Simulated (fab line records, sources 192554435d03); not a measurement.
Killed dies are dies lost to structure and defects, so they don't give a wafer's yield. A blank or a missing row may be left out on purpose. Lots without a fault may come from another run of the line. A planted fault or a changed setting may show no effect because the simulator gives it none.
fab line records | flow n5_finfet
record lots=9 wafers=25 last_day=18
route steps=1938 shown FIN_SAQP@134 BEOL_M4@1111 PASSIVATION@1936
lots that met no fault: from a run of the same line without faults
start_h: hours from the record's first day to the start of the lot's first wafer shown | wait_h: hours since the lot's step before | " the same as in the row above | L1.1+2: a row that stands for several wafers | - no value, or no start given | * or withheld: withheld | < > ~ a bound
route shown NAME@n: a module of which the file shows steps, and the number in the route of the first | usual: mean/standard deviation of fault-free wafers | same: alike in all rows | chamber/n: place in a boat | sites: the reading at each site | _std_site: their standard deviation | _edge_site: outer sites' mean less inner sites' | radius_mm: how far each site lies from the wafer's centre | mask NAME#n: copy n | behind: the tool/chamber that last shaped the wafer | hold: why the lot was held/for how many hours/how that ended | device: the transistor (n, p or np) that didn't switch | end of line: the same wafers' tests at the end of the route | a step without rows: its recipe alone | killed: dies lost to structure and defects at the first sort, not the wafer's yield | map: a wafer's dies, x killed, . not, _ none there
set.NAME: the setting as run; set.NAME@STEP: as run at that earlier step | model.NAME: the simulator's own value behind a step, which no gauge read
steps of the route over a sample of lots; a table a step, a row a wafer
services: from which hour (start_h, from the record's first day; less than 0 if before it) a tool's chamber was out of use, for how many hours, and why
## steps
# step N5_FIN_SAQP_ETCH_69
# recipe chemistry=N2/H2 target=SOC target_depth_a=1500 stop_on=SiNx ion_energy_ev=100 bias_w=61 pressure_mtorr=30 source_w=850 n2_flow_sccm=200 h2_flow_sccm=200
# usual drypump_motor_current_A=5.5/0.38 oes_product_au=0.77/0.088 rf_vpp_V=240.6/1.5 showerhead_plenum_p_Torr=2.53/0.092 throttle_valve_pct=17.78/0.23
# columns lot.wafer tool chamber start_h wait_h drypump_motor_current_A oes_product_au rf_hours_counter_h rf_vpp_V showerhead_plenum_p_Torr throttle_valve_pct
L160.3 rie_diel-05 3 37.79 - 5.7 0.69 220 239.8 2.41 18.03
L160.4 " 0 " " 5.0 0.86 26 240.7 2.60 17.34
L160.6 " 3 " " 5.7 0.70 - 240.7 2.41 18.03
L162.2 rie_diel-04 1 49.14 - 5.3 0.73 168 241.2 2.63 17.86
L162.4 " 0 " " 5.9 0.73 144 238.0 2.44 17.91
L162.5 " 3 " " 5.6 0.72 - 238.9 2.44 17.73
L164.1 rie_diel-02 0 61.44 - 5.7 0.73 165 238.0 2.45 18.04
L164.4 " 3 " " 5.4 0.98 - 240.8 2.59 17.51
L164.6 " 2 " " 5.9 0.74 - 240.5 2.66 17.94
L165.1 rie_diel-04 2 69.08 - 4.8 0.97 3 239.5 2.49 17.49
L165.2 " 3 " " 5.6 0.72 155 238.4 2.44 17.78
L165.5 " 2 " " 4.8 0.96 - 240.8 2.49 17.49
L169.4 rie_diel-02 3 94.07 - 5.4 0.95 10 243.1 2.58 17.52
L169.6 " 2 " " 5.9 0.73 - 241.0 2.66 17.97
L174.2 rie_diel-05 1 121.22 - 5.5 0.74 169 239.2 2.44 17.94
L174.4 " 1 " " 5.5 0.74 - 238.3 2.44 17.95
L178.4 rie_diel-05 0 144.96 - 5.0 0.80 69 240.2 2.58 17.40
L178.5 " 1 " " 5.5 0.74 - 239.1 2.43 17.97
L178.6 " 2 " " 5.9 0.71 - 241.7 2.64 17.82
L179.2 rie_diel-04 1 150.92 - 5.3 0.71 208 242.1 2.61 17.93
L179.4 " 2 " " 4.8 0.89 30 240.2 2.48 17.56
L179.5 " 3 " " 5.6 0.70 - 239.5 2.43 17.81
L181.4 rie_diel-04 0 162.90 - 5.9 0.70 190 239.9 2.42 17.99
L181.5 " 0 " " 5.8 0.69 - 238.8 2.42 17.99
L181.6 " 1 " " 5.3 0.70 - 241.7 2.61 17.93
# step N5_FIN_SAQP_STRIP_70
# recipe chemistry=N2/H2 power_w=500 temp_c=40 pressure_mtorr=50 rf_frequency_hz=6e+07 overash_fraction=0.3 bias_power_w=28 h2_frac=0.5 n2_flow_sccm=300 h2_flow_sccm=300
# usual drypump_motor_current_A=5.5/0.38 oes_product_au=0.79/0.091 rf_vpp_V=121.7/0.95 showerhead_plenum_p_Torr=3.35/0.12 throttle_valve_pct=18.9/0.35
# columns lot.wafer tool chamber start_h wait_h drypump_motor_current_A oes_product_au rf_hours_counter_h rf_vpp_V showerhead_plenum_p_Torr throttle_valve_pct
L160.3 rie_diel-05 3 37.89 0.0 5.7 0.72 220 120.5 3.19 19.0
L160.4 " 0 " " 5.0 0.88 26 120.8 3.43 18.3
L160.6 " 3 " " 5.7 0.72 - 120.6 3.19 19.0
L162.2 rie_diel-04 1 49.24 0.0 5.3 0.75 168 122.2 3.47 19.0
L162.4 " 0 " " 5.9 0.74 145 120.9 3.23 19.0
L162.5 " 3 " " 5.6 0.75 - 122.0 3.23 18.8
L164.1 rie_diel-02 0 61.54 0.0 5.7 0.75 165 119.9 3.24 19.6
L164.4 " 3 " " 5.4 1.01 - 122.2 3.41 18.5
L164.6 " 2 " " 5.9 0.75 - 122.7 3.51 18.9
L165.1 rie_diel-04 2 69.18 0.0 4.8 0.98 3 120.5 3.29 18.4
L165.2 " 3 " " 5.7 0.73 155 120.8 3.22 18.8
L165.5 " 2 " " 4.8 0.98 - 122.6 3.29 18.4
L169.4 rie_diel-02 3 94.17 0.0 5.4 0.97 10 122.8 3.41 18.6
L169.6 " 2 " " 5.9 0.74 - 124.7 3.50 18.9
L174.2 rie_diel-05 1 121.32 0.0 5.6 0.76 169 120.3 3.22 19.1
L174.4 " 1 " " 5.5 0.76 - 121.9 3.22 19.1
L178.4 rie_diel-05 0 145.06 0.0 5.0 0.83 69 122.9 3.41 18.4
L178.5 " 1 " " 5.5 0.76 - 121.9 3.22 19.1
L178.6 " 2 " " 5.9 0.73 - 120.9 3.48 19.1
L179.2 rie_diel-04 1 151.02 0.0 5.3 0.71 208 121.7 3.44 19.1
L179.4 " 2 " " 4.8 0.90 30 122.2 3.27 18.4
L179.5 " 3 " " 5.7 0.71 - 120.4 3.21 18.8
L181.4 rie_diel-04 0 163.00 0.0 5.9 0.71 190 120.8 3.21 19.1
L181.5 " 0 " " 5.9 0.70 - 120.4 3.21 19.1
L181.6 " 1 " " 5.3 0.71 - 121.7 3.44 19.1
# step N5_FIN_SAQP_ETCH_34
# recipe chemistry=C4F6/O2 target=SiO2 target_depth_a=450 time_s=15 ion_energy_ev=250 pressure_mtorr=30 source_w=345 bias_w=185 Ar_flow_sccm=300 C4F6_flow_sccm=10 O2_flow_sccm=10 ends=cleared
# usual drypump_motor_current_A=5.5/0.36 etch_rf_on_time_s=15.07/0.15 oes_product_au=0.66/0.068 rf_vpp_V=666/9.2 showerhead_plenum_p_Torr=2.83/0.11 throttle_valve_pct=21.05/0.21
# columns lot.wafer tool chamber start_h wait_h drypump_motor_current_A etch_rf_on_time_s oes_product_au rf_hours_counter_h rf_vpp_V showerhead_plenum_p_Torr throttle_valve_pct
L160.3 rie_diel-05 2 38.80 0.0 5.9 15.13 0.65 143 672 2.96 20.90
L160.4 " 0 " " 5.0 14.85 0.75 27 664 2.88 20.47
L160.6 " 0 " " 5.0 15.02 0.75 - 663 2.88 20.48
L162.2 rie_diel-04 0 50.37 0.0 5.9 15.11 0.63 145 660 2.74 21.17
L162.4 " 1 " " 5.3 14.92 0.63 - 658 2.97 21.27
L162.5 " 0 " " 5.9 15.10 0.63 - 659 2.74 21.16
L164.1 rie_diel-04 1 62.58 0.0 5.3 15.07 0.62 175 659 2.96 21.29
L164.4 " 0 " " 5.9 15.12 0.62 - 659 2.73 21.17
L164.6 " 1 " " 5.3 15.18 0.62 - 660 2.96 21.27
L165.1 rie_diel-04 2 70.14 0.0 4.8 14.76 0.83 3 675 2.80 20.89
L165.2 " 0 " " 5.8 15.07 0.62 156 659 2.73 21.16
L165.5 " 0 " " 5.9 15.14 0.62 - 658 2.73 21.18
L169.4 rie_diel-04 0 98.89 0.0 5.8 11.20 0.74 168 659 2.73 21.32
L169.6 " 0 " " 5.9 11.35 0.72 - 660 2.73 21.29
L174.2 rie_diel-04 0 122.63 0.0 5.9 15.05 0.61 176 659 2.72 21.18
L174.4 " 2 " " 4.8 11.04 0.94 20 675 2.79 21.05
L178.4 rie_diel-05 3 145.92 0.0 5.7 14.96 0.80 6 673 3.02 20.89
L178.5 " 1 " " 5.5 15.03 0.64 - 675 2.74 21.24
L178.6 " 2 " " 5.9 14.95 0.63 - 670 2.94 20.95
L179.2 rie_diel-05 2 151.88 0.0 5.9 15.12 0.61 187 670 2.94 20.97
L179.4 " 0 " " 5.0 14.98 0.69 72 663 2.86 20.56
L179.5 " 2 " " 5.9 14.99 0.62 - 672 2.94 20.97
L181.4 rie_diel-05 0 163.84 0.0 5.0 14.85 0.69 75 664 2.86 20.56
L181.5 " 2 " " 5.9 14.90 0.62 - 669 2.94 20.95
L181.6 " 1 " " 5.5 14.95 0.63 - 676 2.74 21.25
# step N5_FIN_SAQP_FIN_ETCH_36
# recipe chemistry=HBr/Cl2/O2 target_depth_a=1200 mask_material=SiNx time_s=50.4 bias_w=102 pressure_mtorr=10 icp_w=800 HBr_flow_sccm=150 Cl2_flow_sccm=80 O2_flow_sccm=12
# usual HBr_flow_sccm=150.0/0.47 drypump_motor_current_A=6.0/0.4 oes_product_au=1.005/0.026 throttle_valve_pct=36.1/0.32
# columns lot.wafer tool chamber start_h wait_h HBr_flow_sccm drypump_motor_current_A oes_product_au rf_hours_counter_h throttle_valve_pct
L160.3 rie_si-01 1 39.02 0.0 150.1 6.0 0.984 118 36.4
L160.4 " 2 " " 149.7 5.4 1.001 181 35.9
L160.6 " 0 " " 149.9 6.1 0.997 - 36.3
L162.2 rie_si-04 1 50.58 0.0 149.9 6.1 1.051 89 36.4
L162.4 " 3 " " 149.7 6.3 0.990 86 36.2
L162.5 " 0 " " 149.1 5.6 0.968 - 36.1
L164.1 rie_si-04 1 62.79 0.0 150.2 6.1 1.034 89 36.4
L164.4 " 2 " " 150.1 5.4 1.005 93 35.7
L164.6 " 0 " " 150.2 5.6 0.958 - 36.1
L165.1 rie_si-04 3 70.35 0.0 150.4 6.3 0.986 87 36.2
L165.2 " 0 " " 150.7 5.7 0.963 171 36.1
L165.5 " 3 " " 149.8 6.3 0.970 - 36.2
L169.4 rie_si-04 2 99.11 0.0 150.3 5.4 1.005 93 35.7
L169.6 " 2 " " 149.6 5.4 0.998 - 35.6
L174.2 rie_si-03 3 122.84 0.0 149.9 5.7 1.003 144 36.6
L174.4 " 0 " " 150.7 6.5 0.994 116 35.7
L178.4 rie_si-04 2 146.13 0.0 149.9 5.4 0.995 94 35.7
L178.5 " 3 " " 150.7 6.3 0.982 - 36.2
L178.6 " 0 " " 149.9 5.6 0.971 - 36.1
L179.2 rie_si-01 2 152.09 0.0 151.2 5.4 1.008 183 35.9
L179.4 " 3 " " 149.9 6.7 1.048 7 35.8
L179.5 " 0 " " 150.5 6.0 1.006 - 36.3
L181.4 rie_si-03 2 164.06 0.0 149.9 6.4 1.024 20 36.6
L181.5 " 2 " " 149.7 6.4 1.019 - 36.6
L181.6 " 1 " " 150.1 5.6 0.986 - 36.2
# step N5_BEOL_M4_RC_MEAS_101
# usual DIBL_N=36.9/1.7 DIBL_P=36.7/2.1 IOFF_N=0.17/0.032 IOFF_P=0.22/0.036 ION_N=674/12 ION_P=461/7 SS_N=71.7/0.6 SS_P=73.4/0.67 VT_N=249/3.1 VT_P=-250/3.2
# columns lot.wafer tool chamber start_h wait_h DIBL_N[mV/V] DIBL_P[mV/V] IOFF_N[nA/um] IOFF_P[nA/um] ION_N[uA/um] ION_P[uA/um] SS_N[mV/dec] SS_P[mV/dec] VT_N[mV] VT_P[mV]
L160.3 prober-02 0 186.05 0.3 35.1 33.9 0.13 0.15 653 449 70.7 73.5 251 -257
L160.4 " 0 " " 37.2 36.8 0.17 0.19 682 455 71.6 73.1 251 -255
L160.6 " 0 " " 37.5 35.1 0.17 0.16 677 451 71.5 73.5 248 -256
L162.2 prober-02 0 195.54 0.2 37.5 38.3 0.17 0.21 668 460 71.6 73.6 250 -252
L162.4 " 0 " " 40.4 42.5 0.24 0.28 691 463 72.7 75.5 242 -248
L162.5 " 0 " " 37.1 38.5 0.16 0.21 678 461 72.3 73.6 250 -251
L164.1 prober-01 0 196.96 0.0 38.8 41.7 0.23 0.27 694 468 72.2 74.3 245 -251
L164.4 " 0 " " 36.9 38.2 0.18 0.21 676 452 71.8 73.9 250 -252
L164.6 " 0 " " 37.5 38.4 0.19 0.21 683 456 71.6 74.3 248 -254
L165.1 prober-01 0 200.16 0.0 36.3 36.9 0.17 0.23 685 471 71.0 73.6 245 -246
L165.2 " 0 " " 35.7 35.5 0.14 0.21 662 460 71.5 73.7 250 -250
L165.5 " 0 " " 37.0 37.6 0.17 0.25 676 467 71.1 72.9 248 -246
L169.4 prober-01 0 232.23 0.5 34.8 34.0 0.13 0.19 656 457 70.9 71.8 253 -252
L169.6 " 0 " " 35.1 34.4 0.14 0.19 665 459 71.9 72.7 252 -249
L174.2 prober-01 0 253.01 0.2 36.7 36.8 0.14 0.19 664 454 71.6 73.0 251 -253
L174.4 " 0 " " 36.9 36.5 0.15 0.18 660 456 71.9 72.7 252 -252
L178.4 prober-01 0 289.45 0.5 35.4 37.3 0.16 0.21 681 464 71.1 73.6 248 -250
L178.5 " 0 " " 37.0 37.7 0.17 0.22 682 465 70.8 73.7 248 -249
L178.6 " 0 " " 35.2 37.1 0.15 0.21 682 461 71.0 73.0 250 -249
L179.2 prober-02 0 293.19 0.2 35.5 34.9 0.14 0.19 673 462 72.0 73.8 254 -250
L179.4 " 0 " " 32.0 30.8 0.10 0.14 651 452 69.8 72.5 255 -255
L179.5 " 0 " " 35.6 34.9 0.14 0.20 667 462 71.3 73.7 255 -251
L181.4 prober-01 0 312.33 0.5 39.1 38.5 0.18 0.23 663 460 71.9 74.1 251 -249
L181.5 " 0 " " 37.7 37.1 0.16 0.22 659 458 72.1 73.7 252 -248
L181.6 " 0 " " 39.5 39.5 0.19 0.26 681 467 72.8 73.8 251 -247
# step N5_PASSIVATION_PROBE_49
# usual defect_limited_yield=91.7/1.5 killed_at_M0_to_M3=32/9.6 killed_at_M4_up=13/5.3 killed_at_contacts=12/6.8 killed_at_front_end=36/9.8 killed_at_other=4/3.1 killed_dies=98/17 killed_open=65/13 killed_short=32/8.5 sort_bin_5_function=4.9/0.93 sort_bin_6_memory=3.2/0.67 sort_bin_8_speed=0.00/0.02 sort_n_pass=1082/17
# same gross_dies=1180 killed_at_back_side=0 sort_bin_4_leakage[%]=0
# columns lot.wafer tool chamber start_h wait_h defect_limited_yield[%] killed_at_M0_to_M3 killed_at_M4_up killed_at_contacts killed_at_front_end killed_at_other killed_dies killed_open killed_short sort_bin_5_function[%] sort_bin_6_memory[%] sort_bin_8_speed[%] sort_n_pass
L162.2 prober-01 - 293.20 0.1 89.7 46 16 14 41 4 121 82 38 5.3 4.6 0 1059
L162.4 prober-01 - 293.30 0.2 90.5 31 14 7 54 6 112 80 31 5.3 3.9 0 1068
L162.5 prober-01 - 293.35 0.2 91.7 36 13 16 31 2 98 65 31 5.1 3.0 0 1082
L165.1 prober-02 - 306.07 0.0 90.9 33 16 8 48 2 107 73 32 5.2 3.5 0 1073
L165.2 prober-02 - 306.12 0.1 91.5 28 15 14 43 0 100 69 28 4.7 3.6 0 1080
L165.5 prober-02 - 306.27 0.2 93.3 20 11 8 36 4 79 57 20 3.6 3.0 0 1101
L169.4 prober-02 - 330.00 0.2 90.8 38 23 15 32 1 109 90 19 5.3 3.8 0 1071
L169.6 prober-02 - 330.10 0.3 93.7 35 3 14 20 2 74 49 25 4.1 2.1 0 1106
L174.2 prober-01 - 362.13 0.1 91.8 33 16 21 25 2 97 61 34 4.3 3.6 0 1083
L174.4 prober-01 - 362.23 0.2 92.8 21 10 16 36 2 85 67 13 4.1 2.5 0 1095
# killed by level:class
L162.2 BEOL_M2:geometric_particle:open=15 GATE_CUT:geometric_particle:short=11 MOL_CONTACT_COAG:geometric_particle:open=11 BEOL_M3:geometric_particle:open=9 BEOL_M1:geometric_particle:open=8 FIN_SAQP:geometric_particle:open=4 FIN_CUT:geometric_particle:short=4 GATE_CUT:geometric_particle:open=4
L162.4 FIN_SAQP:geometric_particle:open=15 BEOL_M3:geometric_particle:open=10 GATE_CUT:geometric_particle:short=9 BEOL_M2:geometric_particle:open=9 FIN_SAQP:geometric_particle:short=8 BEOL_M4:geometric_particle:open=6 BEOL_M5:geometric_particle:open=5 STI_FIN_REVEAL:geometric_particle:open=5
L162.5 MOL_CONTACT_COAG:geometric_particle:open=13 BEOL_M2:geometric_particle:open=9 FIN_SAQP:geometric_particle:open=8 BEOL_M4:geometric_particle:open=8 FIN_SAQP:geometric_particle:short=6 BEOL_M3:geometric_particle:short=5 BEOL_M3:geometric_particle:open=5 STARTING-WAFER:geometric_particle:open=5
L165.1 STI_FIN_REVEAL:geometric_particle:open=13 BEOL_M0_SAQP:geometric_particle:open=13 FIN_SAQP:geometric_particle:open=12 MOL_CONTACT_COAG:geometric_particle:open=8 BEOL_M0_SAQP:geometric_particle:short=7 BEOL_M1:geometric_particle:open=5 FIN_SAQP:geometric_particle:short=4 GATE_CUT:geometric_particle:short=4
L165.2 STI_FIN_REVEAL:geometric_particle:open=13 MOL_CONTACT_COAG:geometric_particle:open=12 FIN_SAQP:geometric_particle:short=8 BEOL_M1:geometric_particle:open=8 BEOL_M0_SAQP:geometric_particle:open=6 FIN_SAQP:geometric_particle:open=5 BEOL_M0_SAQP:geometric_particle:short=5 BEOL_M2:geometric_particle:open=5
L165.5 STI_FIN_REVEAL:geometric_particle:open=15 GATE_CUT:geometric_particle:short=7 MOL_CONTACT_COAG:geometric_particle:open=7 BEOL_M2:geometric_particle:open=6 DUMMY_GATE:geometric_particle:open=4 BEOL_M0_SAQP:geometric_particle:open=4 BEOL_M3:geometric_particle:open=4 FIN_SAQP:geometric_particle:open=3
L169.4 STI_FIN_REVEAL:geometric_particle:open=17 BEOL_M4:geometric_particle:open=16 MOL_CONTACT_COAG:geometric_particle:open=14 BEOL_M3:geometric_particle:open=10 BEOL_M0_SAQP:geometric_particle:open=8 BEOL_M0_SAQP:geometric_particle:short=6 BEOL_M2:geometric_particle:open=4 BEOL_M1:geometric_particle:open=4
L169.6 MOL_CONTACT_COAG:geometric_particle:open=9 BEOL_M0_SAQP:geometric_particle:short=8 BEOL_M0_SAQP:geometric_particle:open=7 STI_FIN_REVEAL:geometric_particle:open=5 MOL_CONTACT_COAG:geometric_particle:short=5 BEOL_M2:geometric_particle:open=5 BEOL_M3:geometric_particle:open=5 BEOL_M1:geometric_particle:open=4
L174.2 MOL_CONTACT_COAG:geometric_particle:open=13 BEOL_M0_SAQP:geometric_particle:short=10 BEOL_M4:geometric_particle:open=9 MOL_CONTACT_COAG:geometric_particle:short=8 BEOL_M0_SAQP:geometric_particle:open=8 BEOL_M3:geometric_particle:open=7 STI_FIN_REVEAL:geometric_particle:open=5 GATE_CUT:geometric_particle:short=4
L174.4 MOL_CONTACT_COAG:geometric_particle:open=13 BEOL_M3:geometric_particle:open=13 FIN_SAQP:geometric_particle:open=10 BEOL_M4:geometric_particle:open=6 DUMMY_GATE:geometric_particle:open=5 HKMG_FIN:area_etch=5 STI_FIN_REVEAL:geometric_particle:open=4 FIN_SAQP:geometric_particle:short=3
## services
# columns tool chamber start_h hours kind
rie_si-04 2 13.97 7.2 repair
rie_diel-05 - 23.58 0.9 repair
rie_diel-02 3 26.26 - clean
rie_diel-02 3 26.26 - consumable_replace:focus_ring
rie_diel-02 3 26.26 27.9 scheduled_down
rie_diel-02 3 26.26 27.9 vent_cycle
rie_diel-04 2 49.28 - clean
rie_diel-04 2 49.28 - consumable_replace:focus_ring
rie_diel-04 2 49.28 15.3 scheduled_down
rie_diel-04 2 49.28 15.3 vent_cycle
rie_diel-02 1 54.22 - clean
rie_diel-02 - 63.38 14.6 pm
rie_si-01 - 74.99 0.5 repair
rie_si-01 - 90.86 0.3 repair
rie_diel-04 - 99.96 4.3 pm
rie_diel-02 - 110.97 2.8 pm
rie_diel-05 0 113.45 3.9 repair
rie_diel-05 - 116.55 0.5 repair
rie_diel-05 3 117.37 - clean
rie_diel-05 3 117.37 - consumable_replace:focus_ring
rie_diel-05 3 117.37 - consumable_replace:showerhead
rie_diel-05 3 117.37 14.9 scheduled_down
rie_diel-05 3 117.37 14.9 vent_cycle
rie_diel-04 3 144.48 1.3 repair
## key
first_sign step=N5_FIN_SAQP_ETCH_34 reading=etch_rf_on_time_s direction=down sigmas=25 usual=* struck=*
effect step=N5_FIN_SAQP_ETCH_34 reading=oes_product_au direction=up sigmas=2.1 usual=0.66 struck=0.80 wafers_moved=1
met_at N5_FIN_SAQP_ETCH_34
struck_lots L169,L174
struck_wafers L169.4,L169.6,L174.4
not_acting_at N5_FIN_SAQP_ETCH_69,N5_FIN_SAQP_STRIP_70,N5_FIN_SAQP_FIN_ETCH_36
onset_between 70.14 98.89
fault kind=process_parameter_drift tool=rie_diel-04 chamber=- onset_h=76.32 steps=N5_FIN_SAQP_ETCH_34 channel=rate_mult offset=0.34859 shape=step end_h=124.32 scope=struck_wafers_only
